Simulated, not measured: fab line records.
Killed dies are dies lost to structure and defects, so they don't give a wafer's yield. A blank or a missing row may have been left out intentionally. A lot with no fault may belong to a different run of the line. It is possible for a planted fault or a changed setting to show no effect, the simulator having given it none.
fab line records | flow n5_finfet
record: lots: 7 wafers: 39
route steps=1938 shown DUMMY_GATE@246 MOL_CONTACT_COAG@531
start_h: the number of hours between the record's first day and the start of the first shown wafer of the lot | wait_h: hours from the lot's prior step to this one | " the same as in the row above | L1.1+2: a row that stands for several wafers | - no value present, or no start provided | * or withheld: withheld | < > ~ a bound
route shown NAME@n: NAME is a module with steps in the file, n the number in the route of the first one | usual: mean/standard deviation of fault-free wafers | same: alike in all rows | chamber/n: place in a boat | sites: readings site by site | _std_site: the standard deviation of these | _edge_site: outer sites' mean less inner sites' | radius_mm: how far each site lies from the wafer's centre | mask NAME#n: copy n | behind: the most recent tool/chamber to have shaped the wafer | hold: what put the lot on hold/how long, in hours/how the hold closed | device: names the non-switching transistor (n, p or np) | end of line: the route-end tests of the same wafers | where a step has no rows: the recipe by itself | killed: dies that structure and defects cost at the first sort, which is not the same as the wafer's yield | map: dies across one wafer; x = killed, . = not, _ = none there
set.NAME: the setting the step ran with; set.NAME@STEP: the setting that earlier step ran with | model.NAME: the simulator's own value behind a step, which no gauge read
lots where settings were altered on purpose, with a table for each step and a row for each wafer
== steps ==
step: N5_DUMMY_GATE_ETCH_32
recipe: chemistry: CF4 target: SiO2 target_depth_a: 35 time_s: 3.9 ion_energy_ev: 350 pressure_mtorr: 10 icp_w: 800 bias_w: 400 cf4_flow_sccm: 80
columns lot.wafer tool chamber start_h wait_h set.time_s model.etch.depth_nm
L077.2 rie_si-02 3 65.70 0.1 3.9 3.554
L077.3 " 0 " " 3.9 3.409
L077.6 " 3 " " 3.9 3.549
L082.1 rie_si-04 2 94.99 0.1 4.548 3.875
L082.2 " 0 " " 4.548 4.094
L082.3 " 3 " " 4.548 4.118
L082.4 " 1 " " 3.9 3.374
L082.5 " 1 " " 3.9 3.382
L082.6 " 2 " " 3.9 3.326
L083.1 rie_si-02 2 103.68 0.1 4.498 3.985
L083.2 " 3 " " 4.498 4.179
L083.3 " 1 " " 3.9 3.421
L083.4 " 0 " " 3.9 3.48
L083.5 " 3 " " 3.9 3.611
L083.6 " 0 " " 4.498 3.982
L087.1 rie_si-04 3 126.96 0.1 4.658 4.262
L087.2 " 2 " " 4.658 4.027
L087.3 " 1 " " 3.9 3.43
L087.4 " 0 " " 4.658 4.264
L087.5 " 1 " " 3.9 3.445
L087.6 " 2 " " 3.9 3.378
L089.1 rie_si-05 1 137.25 0.1 3.9 3.596
L089.2 " 2 " " 3.9 3.549
L089.3 " 3 " " 3.9 3.616
L089.4 " 0 " " 3.9 3.628
L089.5 " 3 " " 3.9 3.603
L089.6 " 2 " " 3.9 3.519
L091.1 rie_si-05 1 150.46 0.1 3.9 3.586
L091.2 " 3 " " 4.381 4.057
L091.3 " 2 " " 3.9 3.502
L091.4 " 0 " " 4.381 4.073
L091.5 " 1 " " 4.381 3.99
L091.6 " 0 " " 3.9 3.631
L097.1 rie_si-04 2 186.29 0.1 4.303 3.68
L097.2 " 3 " " 4.303 3.925
L097.3 " 1 " " 3.9 3.433
L097.4 " 0 " " 3.9 3.499
L097.5 " 1 " " 4.303 3.797
L097.6 " 2 " " 3.9 3.368
step: N5_MOL_CONTACT_COAG_ETCH_105
recipe: chemistry: CF4 target: SiARC target_depth_a: 156 mask_material: CAR-EUV time_s: 26 ion_energy_ev: 80 pressure_mtorr: 40 source_w: 545 bias_w: 36 Ar_flow_sccm: 100 cf4_flow_sccm: 100 ends: cleared
usual: rf_vpp_V: 184.3/1.3
columns lot.wafer tool chamber start_h wait_h set.bias_w rf_vpp_V
L077.2 rie_diel-01 2 106.65 0.0 36 184.3
L077.3 " 3 " " 36 182.8
L077.6 " 2 " " 36 183.7
L082.1 rie_diel-01 3 135.93 0.0 42.6 204.0
L082.2 " 1 " " 42.6 206.4
L082.3 " 0 " " 36 184.5
L082.4 " 2 " " 42.6 204.4
L082.5 " 3 " " 36 184.5
L082.6 " 2 " " 36 182.9
L083.1 rie_diel-05 3 143.08 0.0 36 183.1
L083.2 " 1 " " 36 183.3
L083.3 " 0 " " 40.37 198.9
L083.4 " 2 " " 36 185.4
L083.5 " 3 " " 40.37 195.5
L083.6 " 2 " " 40.37 199.0
L087.1 rie_diel-05 3 167.90 0.0 36 182.2
L087.2 " 0 " " 36 185.7
L087.3 " 1 " " 36 183.1
L087.4 " 2 " " 36 185.0
L087.5 " 2 " " 36 184.7
L087.6 " 1 " " 36 183.4
L089.1 rie_diel-02 0 179.75 0.0 38.97 194.0
L089.2 " 2 " " 36 183.5
L089.3 " 1 " " 38.97 194.2
L089.4 " 3 " " 38.97 196.2
L089.5 " 1 " " 36 185.4
L089.6 " 2 " " 36 183.0
L091.1 rie_diel-05 2 193.44 0.0 39.9 197.7
L091.2 " 1 " " 36 184.2
L091.3 " 3 " " 36 182.0
L091.4 " 0 " " 39.9 197.2
L091.5 " 0 " " 39.9 198.0
L091.6 " 3 " " 36 182.7
L097.1 rie_diel-05 0 227.73 0.0 36 185.0
L097.2 " 2 " " 36 184.7
L097.3 " 1 " " 36 183.3
L097.4 " 0 " " 36 183.7
L097.5 " 2 " " 36 184.4
L097.6 " 1 " " 36 182.8
== key ==
split: step: N5_DUMMY_GATE_ETCH_32 setting: time_s stated: 3.9 by: wafer
response: step: N5_DUMMY_GATE_ETCH_32 reading: model.etch.depth_nm change: +0.0383 per: 1% r: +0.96
split: step: N5_MOL_CONTACT_COAG_ETCH_105 setting: bias_w stated: 36 by: wafer
response: step: N5_MOL_CONTACT_COAG_ETCH_105 reading: rf_vpp_V change: +1.2 per: 1% r: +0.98
